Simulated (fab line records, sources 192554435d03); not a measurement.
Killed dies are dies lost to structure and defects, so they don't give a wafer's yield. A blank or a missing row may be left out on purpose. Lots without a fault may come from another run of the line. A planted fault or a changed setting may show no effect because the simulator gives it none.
Which tool did it? | flow n5_finfet | 12 lots, 36 wafers sampled, at 2 steps of a route of 1938

WHAT THE GAUGES READ, wafer by wafer
N5_BEOL_M6_CD_MEAS_18: pitch 80 nm, target cd 40 nm.
lot  | measured     | on        | cd_nm (nm)
L075 | day 8 17:16  | cd_sem-01 | 40.3 40.4 39.8
L077 | day 9 06:41  | cd_sem-01 | 41.1 40.4 39.4
L079 | day 9 10:29  | cd_sem-02 | 40.3 40.4 39.4
L081 | day 10 06:18 | cd_sem-01 | 40.4 40.1 39.6
L082 | day 10 13:21 | cd_sem-02 | 41.6 40.0 39.7
L085 | day 11 12:01 | cd_sem-01 | 40.6 40.9 41.6
L087 | day 11 17:10 | cd_sem-01 | 40.5 40.4 41.2
L089 | day 11 23:49 | cd_sem-02 | 39.7 40.6 40.0
L092 | day 12 21:44 | cd_sem-01 | 40.3 40.1 39.7
L093 | day 13 06:25 | cd_sem-02 | 40.5 40.5 40.3
L094 | day 13 23:25 | cd_sem-01 | 39.3 40.0 40.8
L097 | day 14 18:43 | cd_sem-02 | 40.8 39.2 40.8

WHICH TOOL RAN EACH LOT (tool, then ch and the chambers of the sampled wafers, then the start)
lot  | N5_BEOL_M6_HM_OPEN_17
L075 | rie_metal-02 ch 0,1, day 8 17:05
L077 | rie_metal-02 ch 0,1, day 9 06:27
L079 | rie_metal-01 ch 0,1, day 9 10:17
L081 | rie_metal-01 ch 0,1, day 10 06:01
L082 | rie_metal-03 ch 0,1, day 10 13:08
L085 | rie_metal-03 ch 1, day 11 11:45
L087 | rie_metal-01 ch 0,1, day 11 16:58
L089 | rie_metal-02 ch 0,1, day 11 23:31
L092 | rie_metal-02 ch 0, day 12 21:23
L093 | rie_metal-02 ch 0, day 13 06:03
L094 | rie_metal-02 ch 0,1, day 13 23:14
L097 | rie_metal-02 ch 1, day 14 18:29
- N5_BEOL_M6_HM_OPEN_17: chemistry Cl2/BCl3, target TiN, target depth 20 nm, overetch 6 nm.

THE ANSWER, worked out from the rows above alone
Rule: what is usual is taken from the lots themselves. Put in order of their means at a reading, lots are off if they are a third of the lots or fewer, leave a main group of 4 or more, and stand apart from it by a gap of 3 or more times the standard deviation of the main group's means; of several such gaps the widest counts. A main group whose means are all the same, to the digits that the tables above print for the reading, isn't used. A lot without any number at a reading at which 4 lots or more have one is off too. The other lots that the step has rows for count as sound.
No lot is off at any reading shown: from this, nothing can be told.

WHAT THE SIMULATOR HAD PUT IN
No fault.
